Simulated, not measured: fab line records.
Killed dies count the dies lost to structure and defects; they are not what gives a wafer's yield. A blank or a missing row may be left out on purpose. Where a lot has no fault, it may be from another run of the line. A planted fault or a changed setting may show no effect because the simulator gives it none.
fab line records	flow nandHarc
[record] lots = 24	wafers = 72	lastDay = 25
route steps=1159 shown A_STAIRCASE@552
lots untouched by any fault: they come from a run of this same line in which no faults occurred
startH: the number of hours between the record's first day and the start of the first shown wafer of the lot	waitH: hours since the lot's step before	" identical to the entry in the row above	L1.1+2: a single row standing in for several wafers	- no value, or no start was given	* or withheld: withheld	< > ~ a bound
route shown NAME@n: NAME is a module with steps in the file, n the number in the route of the first one	usual: the fault-free wafers' mean and standard deviation	same: alike in all rows	chamber/n: place in a boat	sites: per-site readings	_std_site: how widely they spread, as a standard deviation	_edge_site: mean of outer sites minus mean of inner sites	radiusMm: how far each site lies from the wafer's centre	mask NAME#n: copy n	behind: the most recent tool/chamber to have shaped the wafer	hold: why the lot went on hold/how many hours it stayed there/how the hold came to an end	device: whichever transistor did not switch (one of n, p or np)	end of line: tests of these same wafers at the route's end	a step without rows: its recipe alone	killed: not the wafer's yield, but the dies lost to structure and defects at the first sort	map: per-die view of a wafer (x killed, . not killed, _ where there is no die)
set.NAME: setting as actually run; set.NAME@STEP: the setting as run at that earlier step	model.NAME: the simulator's own value behind a step, which no gauge read
a sample of lots followed through the steps of the route, with each step as a table and each wafer as a row
services: the hour from which a tool's chamber was out of use, counted from the record's first day as startH (under 0 if before that day), plus the number of hours and why
[[steps]]
[step NHARC_A_STAIRCASE_TRIM_16]
[recipe] timeS = 211.2	o2FlowSccm = 500	arFlowSccm = 0	biasW = 0	chemistry = O2
[usual] drypumpMotorCurrentA = 5.7/0.4	oesProductAu = 0.997/0.01	rfVppV = 57.8/0.98	showerheadPlenumPTorr = 3.53/0.16	throttleValvePct = 17.036/0.0091
lot.wafer	tool	chamber	startH	waitH	drypumpMotorCurrentA	oesProductAu	rfHoursCounterH	rfVppV	showerheadPlenumPTorr	throttleValvePct
L074.3	rieDiel-13	3	-	-	6.1	0.980	51	59.2	3.30	17.026
L074.2	"	0	"	"	5.6	0.999	49	58.5	3.53	17.050
L074.1	"	1	"	"	5.8	0.970	48	57.9	3.31	17.030
L075.1	rieDiel-02	1	-	-	6.1	0.995	35	58.7	3.56	17.027
L075.2	"	2	"	"	5.0	1.015	33	58.8	3.79	17.024
L075.3	"	3	"	"	6.3	0.991	32	57.8	3.28	17.029
L077.3	rieDiel-05	2	-	-	5.7	0.990	22	58.5	3.61	17.044
L077.1	"	0	"	"	6.3	1.003	29	58.0	3.55	17.020
L077.6	"	2	"	"	5.7	0.989	-	58.0	3.61	17.024
L076.1	rieDiel-13	2	-	-	5.3	0.983	55	56.3	3.65	17.013
L076.4	"	3	"	"	6.1	0.981	54	57.7	3.29	17.038
L076.6	"	3	"	"	6.1	0.988	-	57.9	3.29	17.031
L079.1	rieDiel-02	2	-	-	5.0	1.003	35	58.4	3.79	17.030
L079.2	"	0	"	"	5.6	0.992	37	58.8	3.62	17.033
L079.6	"	3	"	"	6.3	1.000	-	55.8	3.28	17.033
L078.1	rieDiel-05	1	-	-	5.6	0.990	32	58.0	3.39	17.045
L078.3	"	2	"	"	5.6	0.992	26	57.4	3.61	17.038
L078.6	"	3	"	"	5.4	0.981	-	55.5	3.62	17.037
L081.2	rieDiel-02	1	-	-	6.1	0.993	46	56.4	3.55	17.049
L081.3	"	3	"	"	6.3	1.001	43	56.2	3.27	17.030
L081.4	"	0	"	"	5.6	0.994	45	58.1	3.61	17.045
L083.3	rieDiel-05	0	-	-	6.3	1.002	43	58.5	3.54	17.052
L083.1	"	1	"	"	5.6	1.001	43	57.8	3.38	17.021
L083.4	"	2	"	"	5.7	0.985	35	57.6	3.61	17.054
L080.1	rieDiel-02	0	-	-	5.6	0.997	51	58.1	3.61	17.036
L080.3	"	1	"	"	6.1	0.984	49	57.3	3.55	17.017
L080.4	"	2	"	"	5.0	1.011	48	56.3	3.78	17.034
L082.3	rieDiel-13	1	-	-	5.8	0.987	1	56.6	3.30	17.039
L082.1	"	3	"	"	6.0	1.003	2	57.1	3.29	17.015
L082.5	"	0	"	"	5.6	0.989	-	59.2	3.53	17.040
L084.2	rieDiel-13	2	-	-	5.3	1.012	3	57.6	3.64	17.039
L084.4	"	3	"	"	6.1	0.990	3	56.6	3.29	17.039
L084.3	"	1	"	"	5.7	0.983	3	57.1	3.30	17.042
L089.3	rieDiel-05	2	-	-	5.7	0.981	43	57.0	3.60	17.047
L089.5	"	3	"	"	5.4	0.996	-	58.5	3.61	17.050
L089.6	"	0	"	"	6.3	1.000	-	57.0	3.53	17.013
L085.3	rieDiel-02	2	-	-	5.0	1.009	57	56.9	3.77	17.027
L085.1	"	3	"	"	6.3	1.000	57	57.5	3.27	17.045
L085.4	"	0	"	"	5.6	1.001	57	57.0	3.61	17.051
L087.4	rieDiel-13	3	-	-	6.1	0.988	8	56.0	3.29	17.040
L087.5	"	3	"	"	6.1	0.993	-	57.3	3.29	17.035
L087.6	"	0	"	"	5.6	0.998	-	58.0	3.52	17.018
L086.3	rieDiel-05	2	-	-	5.7	0.992	44	58.4	3.60	17.038
L086.4	"	0	"	"	6.3	1.002	56	56.7	3.53	17.053
L086.6	"	2	"	"	5.7	0.996	-	57.6	3.60	17.032
L088.4	rieDiel-13	1	-	-	5.8	0.993	15	57.1	3.30	17.054
L088.1	"	2	"	"	5.3	1.008	15	59.7	3.63	17.036
L088.2	"	3	"	"	6.0	0.994	15	58.9	3.28	17.048
L091.4	rieDiel-02	1	-	-	6.1	0.988	0	56.3	3.54	17.034
L091.3	"	2	"	"	5.0	1.016	0	59.6	3.77	17.034
L091.2	"	3	"	"	6.3	0.999	0	57.0	3.81	17.024
L090.2	rieDiel-13	0	-	-	5.6	0.994	22	56.8	3.52	17.032
L090.5	"	1	"	"	5.8	0.976	-	57.9	3.29	17.042
L090.6	"	3	"	"	6.1	0.995	-	57.6	3.28	17.033
L093.3	rieDiel-02	1	-	-	6.1	0.985	5	55.7	3.54	17.049
L093.2	"	0	"	"	5.6	0.990	4	56.9	3.60	17.046
L093.6	"	1	"	"	6.1	0.985	-	57.8	3.54	17.034
L092.2	rieDiel-02	1	-	-	6.1	1.000	7	59.4	3.53	17.044
L092.6	"	2	"	"	5.0	1.022	-	58.5	3.77	17.044
L092.5	"	0	"	"	5.6	1.008	-	57.9	3.60	17.046
L094.3	rieDiel-05	0	-	-	6.3	0.994	0	57.7	3.53	17.035
L094.2	"	1	"	"	5.6	0.998	0	57.6	3.37	17.036
L094.5	"	1	"	"	5.6	1.003	-	58.9	3.37	17.033
L096.4	rieDiel-13	0	-	-	5.6	0.989	31	57.3	3.51	17.043
L096.5	"	0	"	"	5.6	0.994	-	57.8	3.51	17.050
L096.6	"	1	"	"	5.8	0.990	-	56.5	3.29	17.032
L095.2	rieDiel-02	0	-	-	5.6	1.002	12	57.9	3.60	17.051
L095.1	"	2	"	"	5.0	1.015	12	58.2	3.76	17.018
L095.4	"	3	"	"	6.3	1.005	2	59.1	3.81	17.053
L097.2	rieDiel-02	0	-	-	5.6	0.993	17	58.1	3.59	17.034
L097.1	"	2	"	"	5.0	1.004	16	57.9	3.76	17.017
L097.5	"	0	"	"	5.6	0.994	-	59.6	3.59	17.051
[step NHARC_A_STAIRCASE_ETCH_27]
[recipe] targetDepthA = 1000	timeS = 40.5	ionEnergyEv = 400	c4f8FlowSccm = 20	o2FlowSccm = 10	arFlowSccm = withheld	rfW = 600	biasW = 1000	chemistry = C4F8/O2
[usual] oesProductAu = 0.939/0.012	rfVppV = 896/6.2
lot.wafer	tool	chamber	startH	waitH	oesProductAu	rfHoursCounterH	rfVppV
L074.2	rieDiel-02	2	-	-	0.948	33	905
L074.3	"	3	"	"	0.946	32	885
L074.1	"	0	"	"	0.936	35	900
L075.3	rieDiel-13	1	-	-	0.941	49	888
L075.1	"	2	"	"	0.939	53	899
L075.2	"	3	"	"	0.923	52	887
L077.1	rieDiel-05	2	-	-	0.922	23	899
L077.3	"	0	"	"	0.937	30	897
L077.6	"	1	"	"	0.936	-	892
L076.4	rieDiel-13	0	-	-	0.941	53	897
L076.1	"	2	"	"	0.936	56	899
L076.6	"	3	"	"	0.925	-	888
L079.2	rieDiel-02	2	-	-	0.943	38	904
L079.1	"	3	"	"	0.942	36	886
L079.6	"	2	"	"	0.944	-	904
L078.3	rieDiel-02	0	-	-	0.950	39	898
L078.1	"	3	"	"	0.943	38	887
L078.6	"	1	"	"	0.938	-	897
L081.2	rieDiel-02	3	-	-	0.940	45	888
L081.4	"	0	"	"	0.931	48	899
L081.3	"	2	"	"	0.950	47	905
L083.4	rieDiel-05	1	-	-	0.934	43	890
L083.1	"	2	"	"	0.932	35	900
L083.3	"	3	"	"	0.939	37	899
L080.1	rieDiel-02	0	-	-	0.932	51	899
L080.3	"	1	"	"	0.934	50	896
L080.4	"	2	"	"	0.952	49	905
L082.1	rieDiel-02	1	-	-	0.941	51	896
L082.3	"	2	"	"	0.943	50	905
L082.5	"	1	"	"	0.933	-	898
L084.3	rieDiel-02	3	-	-	0.946	52	886
L084.2	"	0	"	"	0.947	54	898
L084.4	"	1	"	"	0.932	53	897
L089.3	rieDiel-13	2	-	-	0.950	8	900
L089.5	"	3	"	"	0.948	-	887
L089.6	"	0	"	"	0.950	-	895
L085.1	rieDiel-02	3	-	-	0.925	57	887
L085.4	"	0	"	"	0.918	58	898
L085.3	"	2	"	"	0.964	58	902
L087.4	rieDiel-02	3	-	-	0.928	58	887
L087.5	"	1	"	"	0.922	-	896
L087.6	"	2	"	"	0.941	-	904
L086.3	rieDiel-13	3	-	-	0.934	10	888
L086.4	"	1	"	"	0.930	10	889
L086.6	"	2	"	"	0.936	-	901
L088.4	rieDiel-02	0	-	-	0.942	63	898
L088.2	"	1	"	"	0.936	66	897
L088.1	"	2	"	"	0.945	64	905
L091.4	rieDiel-02	2	-	-	0.960	1	905
L091.3	"	3	"	"	0.954	1	905
L091.2	"	0	"	"	0.940	1	899
L090.2	rieDiel-02	2	-	-	0.939	5	904
L090.5	"	1	"	"	0.926	-	896
L090.6	"	2	"	"	0.939	-	904
L093.3	rieDiel-13	3	-	-	0.930	26	886
L093.2	"	0	"	"	0.922	26	897
L093.6	"	0	"	"	0.919	-	895
L094.2	rieDiel-05	2	-	-	0.930	1	899
L094.3	"	3	"	"	0.933	2	899
L094.5	"	1	"	"	0.935	-	890
L092.2	rieDiel-02	2	-	-	0.945	10	905
L092.6	"	1	"	"	0.924	-	896
L092.5	"	2	"	"	0.946	-	906
L096.4	rieDiel-02	0	-	-	0.974	12	898
L096.5	"	3	"	"	0.960	-	905
L096.6	"	0	"	"	0.962	-	898
L095.2	rieDiel-13	1	-	-	0.927	32	886
L095.4	"	2	"	"	0.958	26	899
L095.1	"	3	"	"	0.949	32	887
L097.2	rieDiel-13	2	-	-	0.956	30	899
L097.1	"	1	"	"	0.950	37	888
L097.5	"	3	"	"	0.951	-	886
[step NHARC_A_STAIRCASE_ETCH_188]
[recipe] targetDepthA = 1000	timeS = 40.5	ionEnergyEv = 400	c4f8FlowSccm = 20	o2FlowSccm = 10	arFlowSccm = withheld	rfW = 600	biasW = 1000	chemistry = C4F8/O2
[usual] oesProductAu = 0.933/0.013	rfVppV = 895/5.7
lot.wafer	tool	chamber	startH	waitH	oesProductAu	rfHoursCounterH	rfVppV
L074.1	rieDiel-02	0	-	-	0.947	35	899
L074.3	"	2	"	"	0.961	33	906
L074.2	"	3	"	"	0.957	32	887
L075.1	rieDiel-13	1	-	-	0.936	50	888
L075.2	"	2	"	"	0.953	54	900
L075.3	"	3	"	"	0.931	53	887
L077.3	rieDiel-13	3	-	-	0.920	54	888
L077.1	"	2	"	"	0.927	56	900
L077.6	"	0	"	"	0.936	-	896
L076.1	rieDiel-13	1	-	-	0.904	52	890
L076.4	"	3	"	"	0.927	55	886
L076.6	"	1	"	"	0.913	-	888
L079.1	rieDiel-13	3	-	-	0.920	55	887
L079.2	"	1	"	"	0.905	52	888
L079.6	"	3	"	"	0.916	-	888
L078.3	rieDiel-02	0	-	-	0.924	40	898
L078.1	"	3	"	"	0.929	39	887
L078.6	"	1	"	"	0.939	-	896
L081.3	rieDiel-05	0	-	-	0.951	43	897
L081.4	"	1	"	"	0.937	42	890
L081.2	"	2	"	"	0.923	34	898
L083.1	rieDiel-05	2	-	-	0.942	36	900
L083.3	"	3	"	"	0.948	37	899
L083.4	"	0	"	"	0.949	45	895
L080.3	rieDiel-05	1	-	-	0.944	45	890
L080.4	"	2	"	"	0.935	37	900
L080.1	"	3	"	"	0.946	38	898
L082.1	rieDiel-02	1	-	-	0.931	51	895
L082.3	"	2	"	"	0.939	50	906
L082.5	"	1	"	"	0.917	-	897
L084.3	rieDiel-02	2	-	-	0.946	52	906
L084.2	"	3	"	"	0.936	52	886
L084.4	"	2	"	"	0.936	-	906
L089.3	rieDiel-02	0	-	-	0.935	58	897
L089.6	"	0	"	"	0.923	-	898
L089.5	"	1	"	"	0.923	-	898
L085.4	rieDiel-02	0	-	-	0.923	59	899
L085.3	"	2	"	"	0.933	58	907
L085.1	"	3	"	"	0.914	58	886
L087.4	rieDiel-13	2	-	-	0.933	11	900
L087.6	"	1	"	"	0.906	-	887
L087.5	"	2	"	"	0.934	-	900
L086.3	rieDiel-13	2	-	-	0.938	11	901
L086.4	"	3	"	"	0.923	11	887
L086.6	"	1	"	"	0.921	-	887
L088.4	rieDiel-05	2	-	-	0.941	48	898
L088.1	"	3	"	"	0.962	52	899
L088.2	"	0	"	"	0.957	62	896
L091.3	rieDiel-13	3	-	-	0.925	21	887
L091.2	"	0	"	"	0.940	20	894
L091.4	"	1	"	"	0.915	20	886
L090.2	rieDiel-02	2	-	-	0.948	6	906
L090.5	"	0	"	"	0.916	-	900
L090.6	"	1	"	"	0.922	-	896
L093.3	rieDiel-05	3	-	-	0.933	1	898
L093.2	"	2	"	"	0.923	1	900
L093.6	"	0	"	"	0.924	-	896
L094.2	rieDiel-13	0	-	-	0.935	29	896
L094.3	"	2	"	"	0.973	22	900
L094.5	"	1	"	"	0.946	-	886
L092.2	rieDiel-13	2	-	-	0.950	23	898
L092.5	"	3	"	"	0.927	-	887
L092.6	"	0	"	"	0.930	-	894
L096.4	rieDiel-05	3	-	-	0.951	7	900
L096.6	"	0	"	"	0.944	-	896
L096.5	"	1	"	"	0.952	-	891
L095.4	rieDiel-02	1	-	-	0.928	15	895
L095.2	"	3	"	"	0.933	4	905
L095.1	"	0	"	"	0.932	14	899
L097.1	rieDiel-13	2	-	-	0.935	30	899
L097.2	"	0	"	"	0.929	37	895
L097.5	"	2	"	"	0.948	-	899
[step NHARC_A_STAIRCASE_ETCH_194]
[recipe] targetDepthA = 1000	timeS = 40.5	ionEnergyEv = 400	c4f8FlowSccm = 20	o2FlowSccm = 10	arFlowSccm = withheld	rfW = 600	biasW = 1000	chemistry = C4F8/O2
[usual] oesProductAu = 0.936/0.012	rfVppV = 895/5.8
lot.wafer	tool	chamber	startH	waitH	oesProductAu	rfHoursCounterH	rfVppV
L074.2	rieDiel-02	1	-	-	0.932	36	896
L074.1	"	2	"	"	0.952	34	905
L074.3	"	3	"	"	0.954	32	887
L075.2	rieDiel-13	1	-	-	0.938	50	888
L075.1	"	3	"	"	0.922	53	886
L075.3	"	0	"	"	0.946	52	896
L077.1	rieDiel-13	1	-	-	0.910	51	889
L077.3	"	0	"	"	0.929	53	897
L077.6	"	1	"	"	0.914	-	886
L076.1	rieDiel-13	1	-	-	0.934	52	887
L076.4	"	3	"	"	0.926	55	889
L076.6	"	0	"	"	0.947	-	897
L079.2	rieDiel-13	2	-	-	0.938	58	901
L079.1	"	3	"	"	0.933	56	887
L079.6	"	1	"	"	0.920	-	889
L078.3	rieDiel-02	2	-	-	0.942	40	905
L078.1	"	3	"	"	0.925	39	888
L078.6	"	0	"	"	0.930	-	900
L081.3	rieDiel-05	0	-	-	0.949	43	897
L081.4	"	1	"	"	0.944	42	890
L081.2	"	3	"	"	0.929	36	900
L083.3	rieDiel-05	2	-	-	0.942	36	898
L083.1	"	3	"	"	0.935	37	899
L083.4	"	0	"	"	0.951	45	897
L080.1	rieDiel-05	2	-	-	0.911	37	898
L080.3	"	0	"	"	0.935	46	895
L080.4	"	1	"	"	0.925	45	890
L082.1	rieDiel-02	0	-	-	0.936	53	900
L082.3	"	3	"	"	0.919	51	886
L082.5	"	1	"	"	0.938	-	896
L084.3	rieDiel-02	3	-	-	0.942	53	886
L084.2	"	1	"	"	0.934	53	895
L084.4	"	3	"	"	0.942	-	886
L089.3	rieDiel-02	0	-	-	0.938	59	898
L089.6	"	0	"	"	0.927	-	900
L089.5	"	1	"	"	0.931	-	897
L085.3	rieDiel-02	3	-	-	0.939	59	886
L085.1	"	0	"	"	0.947	59	898
L085.4	"	1	"	"	0.939	60	896
L087.4	rieDiel-13	1	-	-	0.919	13	886
L087.5	"	3	"	"	0.934	-	886
L087.6	"	0	"	"	0.934	-	895
L086.4	rieDiel-13	2	-	-	0.959	12	900
L086.3	"	3	"	"	0.939	12	889
L086.6	"	3	"	"	0.950	-	886
L088.1	rieDiel-05	2	-	-	0.938	48	899
L088.2	"	0	"	"	0.951	62	895
L088.4	"	1	"	"	0.942	58	891
L091.2	rieDiel-13	1	-	-	0.915	21	886
L091.3	"	2	"	"	0.940	22	899
L091.4	"	0	"	"	0.928	21	896
L090.2	rieDiel-02	1	-	-	0.936	7	896
L090.6	"	1	"	"	0.937	-	897
L090.5	"	0	"	"	0.931	-	899
L093.2	rieDiel-05	0	-	-	0.946	2	896
L093.3	"	2	"	"	0.938	2	897
L093.6	"	1	"	"	0.944	-	890
L094.3	rieDiel-13	1	-	-	0.942	29	888
L094.2	"	2	"	"	0.936	22	901
L094.5	"	1	"	"	0.929	-	887
L092.2	rieDiel-13	3	-	-	0.940	30	887
L092.5	"	0	"	"	0.926	-	897
L092.6	"	1	"	"	0.932	-	888
L096.4	rieDiel-05	3	-	-	0.967	7	898
L096.5	"	0	"	"	0.948	-	894
L096.6	"	1	"	"	0.938	-	890
L095.1	rieDiel-02	3	-	-	0.934	4	905
L095.4	"	0	"	"	0.935	15	899
L095.2	"	1	"	"	0.929	15	896
L097.2	rieDiel-13	3	-	-	0.937	37	887
L097.1	"	1	"	"	0.919	38	887
L097.5	"	2	"	"	0.944	-	899
[step NHARC_A_STAIRCASE_TRIM_202]
[recipe] timeS = 211.2	o2FlowSccm = 500	arFlowSccm = 0	biasW = 0	chemistry = O2
[usual] drypumpMotorCurrentA = 5.7/0.42	oesProductAu = 0.996/0.01	rfVppV = 57.8/0.89	showerheadPlenumPTorr = 3.53/0.17	throttleValvePct = 17.037/0.0095
lot.wafer	tool	chamber	startH	waitH	drypumpMotorCurrentA	oesProductAu	rfHoursCounterH	rfVppV	showerheadPlenumPTorr	throttleValvePct
L074.3	rieDiel-02	0	-	-	5.6	0.994	36	57.7	3.62	17.046
L074.1	"	2	"	"	5.0	1.011	34	57.2	3.79	17.025
L074.2	"	3	"	"	6.3	0.997	33	56.8	3.28	17.040
L075.3	rieDiel-05	1	-	-	5.6	0.992	29	58.0	3.39	17.023
L075.1	"	2	"	"	5.7	0.975	23	57.5	3.61	17.040
L075.2	"	3	"	"	5.3	0.980	25	58.8	3.62	17.030
L077.3	rieDiel-05	3	-	-	5.3	0.978	26	56.5	3.62	17.021
L077.1	"	0	"	"	6.3	1.012	31	59.7	3.55	17.048
L077.6	"	1	"	"	5.7	1.000	-	56.4	3.39	17.030
L076.1	rieDiel-02	3	-	-	6.3	0.991	37	57.1	3.28	17.038
L076.4	"	0	"	"	5.6	0.984	39	58.2	3.62	17.023
L076.6	"	3	"	"	6.3	1.006	-	56.3	3.28	17.028
L079.1	rieDiel-13	2	-	-	5.3	1.011	58	58.3	3.64	17.045
L079.2	"	0	"	"	5.6	1.000	54	58.4	3.53	17.048
L079.6	"	1	"	"	5.8	0.985	-	56.9	3.31	17.043
L078.3	rieDiel-02	3	-	-	6.3	1.000	39	58.0	3.28	17.031
L078.1	"	2	"	"	5.1	1.009	41	58.8	3.78	17.011
L078.6	"	3	"	"	6.3	0.995	-	56.7	3.28	17.038
L081.2	rieDiel-02	2	-	-	5.0	1.001	47	57.9	3.78	17.051
L081.4	"	3	"	"	6.3	0.992	46	56.6	3.27	17.032
L081.3	"	1	"	"	6.1	0.991	48	57.9	3.55	17.044
L083.3	rieDiel-02	2	-	-	5.0	1.008	49	57.6	3.78	17.052
L083.1	"	0	"	"	5.6	0.990	52	59.3	3.61	17.037
L083.4	"	1	"	"	6.1	0.985	50	58.7	3.55	17.036
L080.4	rieDiel-13	1	-	-	5.8	0.984	2	56.1	3.30	17.037
L080.3	"	2	"	"	5.3	1.010	2	56.9	3.64	17.032
L080.1	"	3	"	"	6.1	0.997	3	57.1	3.29	17.035
L082.1	rieDiel-02	2	-	-	5.0	1.003	52	58.8	3.78	17.048
L082.3	"	0	"	"	5.6	0.993	54	56.9	3.61	17.022
L082.5	"	2	"	"	5.1	1.004	-	58.5	3.78	17.030
L084.3	rieDiel-02	1	-	-	6.1	0.987	54	56.8	3.54	17.045
L084.2	"	3	"	"	6.3	0.995	53	57.4	3.27	17.033
L084.4	"	2	"	"	5.0	1.017	-	57.8	3.78	17.011
L089.3	rieDiel-13	2	-	-	5.3	1.011	10	58.7	3.63	17.018
L089.6	"	1	"	"	5.8	0.984	-	56.1	3.30	17.031
L089.5	"	2	"	"	5.3	1.017	-	57.7	3.64	17.035
L085.4	rieDiel-02	0	-	-	5.6	0.991	59	58.2	3.60	17.034
L085.3	"	1	"	"	6.1	0.989	61	56.5	3.54	17.046
L085.1	"	2	"	"	5.0	1.011	59	58.0	3.77	17.047
L086.4	rieDiel-13	3	-	-	6.1	0.998	12	57.6	3.28	17.042
L086.3	"	0	"	"	5.6	0.993	14	57.5	3.52	17.060
L086.6	"	2	"	"	5.3	1.002	-	57.6	3.63	17.033
L087.4	rieDiel-05	0	-	-	6.3	1.000	60	56.8	3.53	17.032
L087.6	"	0	"	"	6.3	0.991	-	57.4	3.53	17.049
L087.5	"	1	"	"	5.6	0.996	-	57.3	3.38	17.041
L088.2	rieDiel-05	1	-	-	5.6	1.002	59	58.9	3.37	17.018
L088.1	"	2	"	"	5.6	0.995	49	58.8	3.60	17.029
L088.4	"	3	"	"	5.3	0.985	53	59.0	3.60	17.027
L091.3	rieDiel-02	0	-	-	5.6	0.987	3	58.5	3.60	17.038
L091.2	"	1	"	"	6.1	0.992	3	58.2	3.54	17.050
L091.4	"	0	"	"	5.6	0.999	-	57.3	3.60	17.036
L090.2	rieDiel-13	1	-	-	5.8	0.983	28	57.4	3.29	17.046
L090.6	"	0	"	"	5.6	0.981	-	57.5	3.51	17.047
L090.5	"	1	"	"	5.8	0.981	-	55.9	3.29	17.045
L093.3	rieDiel-05	3	-	-	5.3	1.011	3	59.1	3.60	17.017
L093.2	"	1	"	"	5.6	1.006	2	57.0	3.37	17.033
L093.6	"	3	"	"	5.3	1.010	-	56.9	3.60	17.034
L094.3	rieDiel-02	1	-	-	6.1	0.993	10	57.4	3.53	17.016
L094.2	"	0	"	"	5.6	1.002	10	57.8	3.60	17.042
L094.5	"	1	"	"	6.1	1.001	-	56.0	3.53	17.048
L092.2	rieDiel-02	0	-	-	5.6	0.998	11	58.7	3.60	17.054
L092.6	"	3	"	"	6.3	1.000	-	59.8	3.81	17.037
L092.5	"	0	"	"	5.6	1.000	-	58.2	3.60	17.034
L096.4	rieDiel-05	1	-	-	5.6	1.009	7	56.8	3.37	17.044
L096.5	"	3	"	"	5.3	1.006	-	58.7	3.59	17.044
L096.6	"	0	"	"	6.3	0.981	-	57.0	3.52	17.034
L095.2	rieDiel-02	3	-	-	6.4	0.998	4	58.3	3.81	17.039
L095.4	"	0	"	"	5.6	0.997	15	58.4	3.59	17.038
L095.1	"	1	"	"	6.1	0.998	15	57.9	3.53	17.038
L097.2	rieDiel-13	2	-	-	5.3	1.000	32	58.8	3.62	17.031
L097.1	"	0	"	"	5.6	0.987	39	60.0	3.51	17.054
L097.5	"	2	"	"	5.3	1.004	-	59.0	3.62	17.045
[step NHARC_A_STAIRCASE_ETCH_203]
[recipe] targetDepthA = 1000	timeS = 40.5	ionEnergyEv = 400	c4f8FlowSccm = 20	o2FlowSccm = 10	arFlowSccm = withheld	rfW = 600	biasW = 1000	chemistry = C4F8/O2
[usual] oesProductAu = 0.939/0.013	rfVppV = 896/5.9
lot.wafer	tool	chamber	startH	waitH	oesProductAu	rfHoursCounterH	rfVppV
L074.3	rieDiel-02	1	-	-	0.934	36	898
L074.1	"	2	"	"	0.959	34	905
L074.2	"	3	"	"	0.934	33	887
L075.3	rieDiel-05	0	-	-	0.943	30	899
L075.2	"	1	"	"	0.940	29	892
L075.1	"	2	"	"	0.918	24	899
L077.3	rieDiel-05	0	-	-	0.938	32	897
L077.1	"	2	"	"	0.925	25	899
L077.6	"	3	"	"	0.931	-	901
L076.1	rieDiel-02	1	-	-	0.940	39	896
L076.4	"	3	"	"	0.951	37	886
L076.6	"	1	"	"	0.942	-	896
L079.1	rieDiel-13	1	-	-	0.929	53	888
L079.2	"	3	"	"	0.939	56	888
L079.6	"	2	"	"	0.946	-	900
L078.1	rieDiel-02	1	-	-	0.949	41	897
L078.3	"	3	"	"	0.942	40	885
L078.6	"	1	"	"	0.947	-	897
L081.2	rieDiel-02	3	-	-	0.933	46	885
L081.3	"	0	"	"	0.948	48	901
L081.4	"	1	"	"	0.941	48	895
L083.1	rieDiel-02	3	-	-	0.943	49	885
L083.3	"	0	"	"	0.934	52	898
L083.4	"	2	"	"	0.952	49	904
L080.4	rieDiel-13	0	-	-	0.922	2	897
L080.1	"	2	"	"	0.953	2	900
L080.3	"	3	"	"	0.928	3	887
L082.1	rieDiel-02	1	-	-	0.938	53	898
L082.3	"	2	"	"	0.955	52	905
L082.5	"	2	"	"	0.942	-	905
L084.2	rieDiel-02	2	-	-	0.939	53	906
L084.3	"	1	"	"	0.938	54	896
L084.4	"	1	"	"	0.924	-	895
L089.3	rieDiel-13	3	-	-	0.940	10	886
L089.5	"	1	"	"	0.936	-	886
L089.6	"	2	"	"	0.950	-	899
L085.3	rieDiel-02	2	-	-	0.937	61	905
L085.4	"	3	"	"	0.934	60	886
L085.1	"	1	"	"	0.926	63	897
L086.4	rieDiel-13	3	-	-	0.930	13	885
L086.3	"	0	"	"	0.930	14	896
L086.6	"	0	"	"	0.932	-	895
L087.4	rieDiel-05	2	-	-	0.914	47	898
L087.5	"	0	"	"	0.927	-	896
L087.6	"	1	"	"	0.931	-	891
L088.2	rieDiel-05	2	-	-	0.913	49	898
L088.4	"	3	"	"	0.930	53	900
L088.1	"	0	"	"	0.942	63	896
L091.2	rieDiel-02	2	-	-	0.959	4	905
L091.3	"	0	"	"	0.942	3	899
L091.4	"	1	"	"	0.942	-	896
L090.2	rieDiel-13	2	-	-	0.976	22	899
L090.5	"	3	"	"	0.951	-	887
L090.6	"	0	"	"	0.926	-	896
L093.3	rieDiel-05	1	-	-	0.960	2	892
L093.2	"	3	"	"	0.963	3	900
L093.6	"	2	"	"	0.946	-	898
L094.3	rieDiel-02	3	-	-	1.011	1	907
L094.2	"	0	"	"	0.941	10	899
L094.5	"	1	"	"	0.941	-	896
L092.2	rieDiel-02	2	-	-	0.971	11	905
L092.6	"	0	"	"	0.946	-	897
L092.5	"	1	"	"	0.950	-	897
L096.4	rieDiel-05	3	-	-	0.946	8	899
L096.6	"	2	"	"	0.928	-	899
L096.5	"	3	"	"	0.941	-	897
L095.2	rieDiel-02	0	-	-	0.937	15	898
L095.4	"	1	"	"	0.935	15	896
L095.1	"	3	"	"	0.940	4	906
L097.2	rieDiel-13	0	-	-	0.925	39	896
L097.1	"	1	"	"	0.926	39	887
L097.5	"	1	"	"	0.915	-	886
[[services]]
tool	chamber	startH	hours	kind
rieDiel-02	0	233.58	-	clean
rieDiel-02	1	233.58	-	clean
rieDiel-02	2	233.58	-	clean
rieDiel-02	3	233.58	-	clean
rieDiel-05	3	249.08	2.5	repair
rieDiel-02	0	258.08	-	clean
rieDiel-02	1	258.08	-	clean
rieDiel-02	2	258.08	-	clean
rieDiel-02	3	258.08	-	clean
rieDiel-13	-	276.17	9.0	pm
rieDiel-02	0	282.59	-	clean
rieDiel-02	1	282.59	-	clean
rieDiel-02	2	282.59	-	clean
rieDiel-02	3	282.59	-	clean
rieDiel-02	0	297.39	8.6	repair
rieDiel-13	3	306.33	3.1	repair
rieDiel-02	0	307.09	-	clean
rieDiel-02	1	307.09	-	clean
rieDiel-02	2	307.09	-	clean
rieDiel-02	3	307.09	-	clean
rieDiel-02	-	327.74	9.0	pm
rieDiel-05	-	340.66	9.0	pm
rieDiel-02	3	340.85	15.6	repair
rieDiel-02	3	376.00	1.2	repair
[[key]]
fault none
